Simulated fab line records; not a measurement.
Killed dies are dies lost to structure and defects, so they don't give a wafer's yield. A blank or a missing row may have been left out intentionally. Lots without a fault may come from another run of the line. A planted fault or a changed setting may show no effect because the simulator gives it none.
Which tool did it? | flow nand harc | 13 lots, 39 wafers sampled, at 4 steps of a route of 1302

== WHAT THE GAUGES READ, wafer by wafer ==
NHARC_P_ZERO_WELL_CD_MEAS_24: target cd 720 nm.
lot  | measured     | on        | cd nm (nm)
L999 | day 1 22:27  | cd sem-01 | 718.4 719.0 716.4
L103 | day 3 14:28  | cd sem-03 | 719.0 718.0 718.8
L104 | day 4 00:20  | cd sem-03 | 717.6 716.7 720.3
L106 | day 4 20:28  | cd sem-02 | 721.3 720.7 720.2
L107 | day 5 06:37  | cd sem-02 | 723.4 720.8 724.3
L108 | day 5 16:27  | cd sem-01 | 721.1 723.1 722.0
L110 | day 6 12:28  | cd sem-02 | 717.8 722.9 719.5
L111 | day 6 22:20  | cd sem-02 | 716.2 722.2 720.6
L112 | day 7 08:29  | cd sem-03 | 723.4 722.9 719.7
L113 | day 7 18:41  | cd sem-02 | - - -
L114 | day 8 04:44  | cd sem-01 | 719.5 718.5 719.5
L117 | day 9 10:31  | cd sem-03 | 717.4 718.1 721.4
L122 | day 11 12:20 | cd sem-03 | 719.3 716.9 719.0

NHARC_P_ZERO_WELL_CD_MEAS_52: target cd 2000 nm.
lot  | measured     | on        | cd nm (nm)
L999 | day 2 01:44  | cd sem-02 | 1996.5 2001.5 1996.5
L103 | day 3 17:40  | cd sem-01 | 2004.4 1999.4 2001.6
L104 | day 4 03:42  | cd sem-03 | 1999.4 2002.5 1999.3
L106 | day 4 23:31  | cd sem-01 | 2002.5 2005.9 2003.3
L107 | day 5 09:45  | cd sem-03 | 2001.9 2001.6 2003.2
L108 | day 5 19:37  | cd sem-01 | 2000.0 2003.2 2003.3
L110 | day 6 15:40  | cd sem-03 | 2003.4 1999.6 1997.7
L111 | day 7 01:29  | cd sem-01 | 1999.8 1999.1 2002.1
L112 | day 7 11:31  | cd sem-01 | 2000.8 1999.1 2000.2
L113 | day 7 22:19  | cd sem-03 | 2002.8 2004.8 2005.6
L114 | day 8 08:04  | cd sem-02 | 2002.7 2002.1 2004.6
L117 | day 9 13:33  | cd sem-02 | 2005.3 2004.6 1999.5
L122 | day 11 15:31 | cd sem-03 | 1998.0 2000.3 1999.2

== EACH LOT AND THE TOOL THAT RAN IT (in order: tool; ch and the chambers of the sampled wafers; start) ==
lot  | NHARC_P_ZERO_WELL_EXPOSE_21       | NHARC_P_ZERO_WELL_DESCUM_26
L999 | krf scanner-04 ch 0, day 1 22:17  | rie diel-13 ch 0,2,3, day 1 22:37
L103 | krf scanner-02 ch 0, day 3 14:19  | rie diel-13 ch 1,2,3, day 3 14:38
L104 | krf scanner-02 ch 0, day 4 00:11  | rie diel-03 ch 0,1,2, day 4 00:31
L106 | krf scanner-02 ch 0, day 4 20:19  | rie diel-03 ch 1,3, day 4 20:38
L107 | krf scanner-02 ch 0, day 5 06:28  | rie diel-02 ch 0,3, day 5 06:46
L108 | krf scanner-04 ch 0, day 5 16:17  | rie diel-02 ch 2,3, day 5 16:37
L110 | krf scanner-02 ch 0, day 6 12:19  | rie diel-02 ch 0,2, day 6 12:40
L111 | krf scanner-02 ch 0, day 6 22:11  | rie diel-02 ch 1,2,3, day 6 22:31
L112 | krf scanner-02 ch 0, day 7 08:19  | rie diel-02 ch 0,3, day 7 08:39
L113 | krf scanner-04 ch 0, day 7 18:32  | rie diel-13 ch 0,1,2, day 7 18:50
L114 | krf scanner-01 ch 0, day 8 04:35  | rie diel-02 ch 1,2, day 8 04:58
L117 | krf scanner-01 ch 0, day 9 10:21  | rie diel-03 ch 0,3, day 9 10:40
L122 | krf scanner-02 ch 0, day 11 12:11 | rie diel-02 ch 0,1,3, day 11 12:29
- NHARC_P_ZERO_WELL_EXPOSE_21: exposes mask P NWELL, target cd 720 nm.
- NHARC_P_ZERO_WELL_DESCUM_26: chemistry O2, time 3 s.

== WHAT THE TOOLS THEMSELVES READ (means of the sampled wafers that have a number; where no wafer has one, the mark that the record gives instead) ==
NHARC_P_ZERO_WELL_EXPOSE_21.
lot  | tool           | reticle temp C (C)
L999 | krf scanner-04 | 23.00
L103 | krf scanner-02 | 23.09
L104 | krf scanner-02 | 23.11
L106 | krf scanner-02 | 23.05
L107 | krf scanner-02 | 22.99
L108 | krf scanner-04 | 23.16
L110 | krf scanner-02 | 23.01
L111 | krf scanner-02 | 22.97
L112 | krf scanner-02 | 23.06
L113 | krf scanner-04 | 23.00
L114 | krf scanner-01 | 22.99
L117 | krf scanner-01 | 23.04
L122 | krf scanner-02 | 22.88

NHARC_P_ZERO_WELL_DESCUM_26.
lot  | tool        | drypump motor current A (A) | oes product au (a.u.) | rf vpp V (V) | showerhead plenum p Torr (Torr) | throttle valve pct (%)
L999 | rie diel-13 | 6.1                         | 0.994                 | 57.1         | 1.92                            | 11.310
L103 | rie diel-13 | 6.1                         | 0.998                 | 57.7         | 1.93                            | 11.313
L104 | rie diel-03 | 6.0                         | 0.997                 | 57.6         | 1.94                            | 11.312
L106 | rie diel-03 | 5.9                         | 0.977                 | 58.5         | 2.05                            | 11.313
L107 | rie diel-02 | 5.6                         | 1.002                 | 57.4         | 1.87                            | 11.303
L108 | rie diel-02 | 5.7                         | 0.997                 | 57.1         | 1.85                            | 11.319
L110 | rie diel-02 | 5.6                         | 0.986                 | 56.6         | 1.83                            | 11.301
L111 | rie diel-02 | 5.8                         | 1.002                 | 58.3         | 1.92                            | 11.316
L112 | rie diel-02 | 5.7                         | 1.003                 | 57.0         | 1.86                            | 11.313
L113 | rie diel-13 | 5.7                         | 0.989                 | 58.5         | 1.89                            | 11.307
L114 | rie diel-02 | 5.8                         | 1.002                 | 57.6         | 1.90                            | 11.315
L117 | rie diel-03 | 5.8                         | 1.014                 | 58.2         | 1.97                            | 11.301
L122 | rie diel-02 | 5.8                         | 0.995                 | 58.0         | 1.92                            | 11.307

== THE ANSWER, worked out from the rows above alone ==
Rule: the usual values come from the lots themselves. The widest of any qualifying gaps counts: lots, ordered by their means at a reading, are off when they make up no more than a third of the lots, leave a main group of 4 or more, and stand apart from it by 3 or more times the standard deviation of that group's means. If all means in a main group match to the digits the tables above print for the reading, that group is not used. Also off: a lot with no number at a reading for which 4 or more lots have one. Any other lot the step has rows for is counted as sound. Order of review: gauges by route order, followed by the tools' own readings, for which a lot's mean as printed above is used. At the first step where some lot is off, the reading lying furthest off is the one used; lots without a number count as furthest.
Off: L113 (NHARC_P_ZERO_WELL_CD_MEAS_24, cd nm). Without a number there: L113. The main group has a mean of 719.9 nm with a standard deviation of 1.6.
If a tool, at a process step before that reading, ran all the lots that are off and no sound lot after the first of them, it fits. Gauges at NHARC_P_ZERO_WELL_CD_MEAS_24: tried the same way as those tools. Can't be told from this: 2 tools fit, krf scanner-04 at NHARC_P_ZERO_WELL_EXPOSE_21, cd sem-02 at NHARC_P_ZERO_WELL_CD_MEAS_24.

== WHAT THE SIMULATOR HAD PUT IN ==
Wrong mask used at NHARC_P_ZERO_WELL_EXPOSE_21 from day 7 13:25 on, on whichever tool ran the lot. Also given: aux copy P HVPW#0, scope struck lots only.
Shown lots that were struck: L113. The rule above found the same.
